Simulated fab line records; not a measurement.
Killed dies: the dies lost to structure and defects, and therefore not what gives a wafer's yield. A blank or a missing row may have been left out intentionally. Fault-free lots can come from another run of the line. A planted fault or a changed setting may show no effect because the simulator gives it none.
The tool behind it: which one? ; flow nand harc ; 11 lots with 33 wafers sampled at 3 steps, on a route of 1302 steps

## WHAT THE GAUGES READ, wafer by wafer
NHARC_A_ZERO_WELL_INSPECT_17.
lot;measured;on;raw defect count
L765;day 6 20:38;defect inspect-01;13 26 17
L767;day 7 13:48;defect inspect-01;17 20 13
L769;day 8 16:40;defect inspect-01;6 4 7
L771;day 9 15:26;defect inspect-01;6 8 4
L772;day 9 15:40;defect inspect-02;10 16 10
L777;day 11 12:58;defect inspect-01;6 11 10
L778;day 12 03:50;defect inspect-02;17 10 20
L779;day 13 05:52;defect inspect-01;13 4 9
L786;day 15 12:01;defect inspect-02;316 306 322
L787;day 16 03:14;defect inspect-02;4 3 5
L788;day 16 05:52;defect inspect-01;277 336 291

## TOOL THAT RAN EACH LOT (tool first, then ch and the chambers of the sampled wafers, then the start)
lot;NHARC_A_ZERO_WELL_ETCH_19;NHARC_A_ZERO_WELL_ETCH_13
L765;rie diel-04 ch 1,2,3, day 6 19:26;rie si-03 ch 1,3, day 6 19:33
L767;rie diel-03 ch 1,2,3, day 7 12:36;rie si-03 ch 1,2,3, day 7 12:44
L769;rie diel-03 ch 1,2, day 8 15:25;rie si-03 ch 0,2, day 8 15:33
L771;rie diel-03 ch 0,3, day 9 14:13;rie si-01 ch 1,2,3, day 9 14:22
L772;rie diel-04 ch 1,2,3, day 9 14:28;rie si-06 ch 1,2, day 9 14:34
L777;rie diel-03 ch 0,2, day 11 11:46;rie si-01 ch 0,1,2, day 11 11:52
L778;rie diel-04 ch 0,2,3, day 12 02:37;rie si-03 ch 0,1,2, day 12 02:46
L779;rie diel-04 ch 0,3, day 13 04:39;rie si-03 ch 1,2,3, day 13 04:47
L786;rie diel-04 ch 1,3, day 15 10:49;rie si-01 ch 1,3, day 15 10:56
L787;rie diel-03 ch 0,1,3, day 16 02:02;rie si-03 ch 1,3, day 16 02:08
L788;rie diel-04 ch 2,3, day 16 04:39;rie si-06 ch 0,1,3, day 16 04:48
- NHARC_A_ZERO_WELL_ETCH_19: etches the open film in N2/H2, target depth 80 nm, overetch 24 nm, time 87.88 s.
- NHARC_A_ZERO_WELL_ETCH_13: etches the open film in HBr/Cl2, target depth 120 nm, time 40.1 s.

## THE ANSWER, worked out from the rows above alone
Rule: the usual values come from the lots themselves. The widest of any qualifying gaps counts: lots, ordered by their means at a reading, are off when they make up no more than a third of the lots, leave a main group of 4 or more, and stand apart from it by 3 or more times the standard deviation of that group's means. A main group is skipped when, at the precision printed for the reading in the tables above, its means are all equal. Also off: a lot with no number at a reading for which 4 or more lots have one. All remaining lots with rows at the step are treated as sound.
Off, at NHARC_A_ZERO_WELL_INSPECT_17 on raw defect count: L786, L788. The main group: mean 11, standard deviation 5.
A tool fits if, at a process step before that reading, it ran every lot that is off, and no sound lot after the first of them. Those tools and the gauges at NHARC_A_ZERO_WELL_INSPECT_17 are tried in the same way. One fits: rie diel-04 at NHARC_A_ZERO_WELL_ETCH_19. Its last sound lot is L779 (day 13 04:39), its first lot that is off L786 (day 15 10:49): a fault that began between those two fits.

## WHAT HAD BEEN PUT IN BY THE SIMULATOR
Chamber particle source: rie diel-04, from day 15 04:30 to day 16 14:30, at NHARC_A_ZERO_WELL_ETCH_19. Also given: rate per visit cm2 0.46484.
Lots struck among those shown: L786, L788. The rule above found the same.
